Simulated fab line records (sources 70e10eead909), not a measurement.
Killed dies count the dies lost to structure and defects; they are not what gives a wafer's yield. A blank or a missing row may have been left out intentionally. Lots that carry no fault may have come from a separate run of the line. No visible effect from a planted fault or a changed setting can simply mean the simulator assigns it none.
Comparing a struck lot with a sound one + flow nand-harc + 37 steps out of a route of 1302
Sound: the wafers L386.3, L386.5, L386.6. Struck: wafer L403.4 (L403.2, L403.5, from the same lot, were not struck and are left out); the cause is given at the end.
Per side, at each step with rows, come the tool, then ch with its chambers, and then its first start. Under that, the readings that differ: sound wafers + struck wafers + difference of the means + sigmas: that difference in standard deviations of wafers without a fault.
alike: readings with means less than 2 such deviations apart, plus words and numbers identical on both sides. not compared: withheld readings, readings lacking a value on some wafer, bounds such as >300 that could conceal the same value, and numbers that have no deviation in the record and whose values overlap.
A row with sigmas, a row that says differs or no value, or rows on one side alone: a step with any of these is where the two part. Numbers that don't overlap but have no deviation are shown without sigmas and don't part them. A reading that every wafer of one side lacks parts them only if that side has two wafers or more.

first, 10 steps without rows for these wafers: NHARC_A_STAIRCASE_DEP_417 (deposits Si3N4, target thk 60 nm); NHARC_A_STAIRCASE_WET_418 (chemistry H3PO4, target depth 20 nm); NHARC_A_STAIRCASE_PRECLEAN_419 (cleans in SC1); NHARC_A_STAIRCASE_SRD_421; NHARC_A_STAIRCASE_ALD_420 (deposits SiO2, target thk 20 nm, pulse time 6 s, ald cycles 200); NHARC_A_STAIRCASE_CVD_552 (deposits SiNx, target thk 40 nm); NHARC_A_STAIRCASE_DEP_151 (deposits SiO2, target thk 7200 nm); NHARC_A_STAIRCASE_ANNEAL_320 (time 1800 s); NHARC_A_STAIRCASE_DEP_322 (deposits SiO2, target thk 7200 nm); NHARC_A_STAIRCASE_ANNEAL_323 (time 1800 s).
NHARC_A_STAIRCASE_DEP_325: deposits SiO2, target thk 7200 nm.
  sound on pecvd-03 ch 0,2, day 18 20:39; struck on pecvd-03 ch 0, day 26 09:09
  alike: heater-power-w
then, 10 steps without rows for these wafers: NHARC_A_STAIRCASE_ANNEAL_326 (time 1800 s); NHARC_A_STAIRCASE_DEHYDRATE_433 (time 120 s); NHARC_A_STAIRCASE_HMDS_434 (time 30 s); NHARC_A_STAIRCASE_COAT_435; NHARC_A_STAIRCASE_SOFTBAKE_436 (time 170 s); NHARC_A_STAIRCASE_EBR_437; NHARC_A_STAIRCASE_EXPOSE_438 (exposes mask STAIR REV); NHARC_A_STAIRCASE_PEB_439 (peb time 130 s); NHARC_A_STAIRCASE_DEVELOP_440 (time 140 s); NHARC_A_STAIRCASE_HARDBAKE_442 (time 140 s).
NHARC_A_STAIRCASE_DESCUM_443: chemistry O2, time 3 s.
  sound on rie-diel-02 ch 0,1,3, day 19 07:12; struck on rie-diel-04 ch 3, day 26 17:01
  alike: drypump-motor-current-A, oes-product-au, rf-vpp-V, showerhead-plenum-p-Torr, throttle-valve-pct
  not compared: rf-hours-counter-h
NHARC_A_STAIRCASE_ETCH_444: etches the open film in C4F8/O2, target depth 20400 nm, time 6800 s.
  sound on rie-diel-02 ch 2,3, day 19 07:16; struck on rie-diel-04 ch 2, day 26 18:02
  alike: oes-product-au, rf-vpp-V
  not compared: rf-hours-counter-h
then, 4 steps without rows for these wafers: NHARC_A_STAIRCASE_STRIP_446 (strips in O2); NHARC_A_STAIRCASE_STRIP_447 (strips in SPM, time 900 s); NHARC_A_STAIRCASE_PRECLEAN_448 (cleans in SC1); NHARC_A_STAIRCASE_SRD_449.
NHARC_A_STAIRCASE_CMP_450: polishes SiO2, target thk 200 nm.
  sound on cmp-01 ch 0,3, day 19 12:24; struck on cmp-03 ch 3, day 26 22:16
  alike: motor-current-A, retaining-ring-pressure-frac
NHARC_A_STAIRCASE_CMP_152: polishes.
  sound on cmp-01 ch 0,3, day 19 12:29; struck on cmp-03 ch 3, day 26 22:20
  alike: motor-current-A, retaining-ring-pressure-frac
then, 2 steps without rows for these wafers: NHARC_A_STAIRCASE_SRD_154; NHARC_A_STAIRCASE_ETCH_403 (etches SiO2 in dHF, target depth 108.2 nm).
NHARC_A_STAIRCASE_ETCHBACK_422: etches the open film in CH3F/O2, target depth 40 nm, time 74.286 s.
  sound on rie-diel-02 ch 0,1,3, day 19 12:59; struck on rie-diel-02 ch 0, day 26 22:48
  alike: drypump-motor-current-A, oes-product-au, rf-vpp-V, showerhead-plenum-p-Torr, throttle-valve-pct
  not compared: rf-hours-counter-h
then, 4 steps without rows for these wafers: NHARC_A_STAIRCASE_ETCH_423 (etches SiO2 in dHF, target depth 30 nm); NHARC_A_STAIRCASE_ETCHBACK_157 (etches the open film in CH3F/O2, target depth 90 nm, time 167.14 s); NHARC_A_STAIRCASE_STRIP_475 (strips in O2, time 20 s); NHARC_A_STAIRCASE_DEP_471 (deposits SiO2, target thk 100 nm).
-- jump in the record: it breaks off in module A_STAIRCASE and resumes in module END (first step shown: number 1302 of the route), and 5 days separate the struck wafers' starts before and after --
NHARC_END_SORT_01:
  at this point the record logs the struck wafers (prober-01 ch 0, day 32 09:49) and has no rows for the sound ones

== WHERE THEY PART ==
At NHARC_END_SORT_01 and nowhere else, as far as this record goes.

WHY: what the simulator had put in
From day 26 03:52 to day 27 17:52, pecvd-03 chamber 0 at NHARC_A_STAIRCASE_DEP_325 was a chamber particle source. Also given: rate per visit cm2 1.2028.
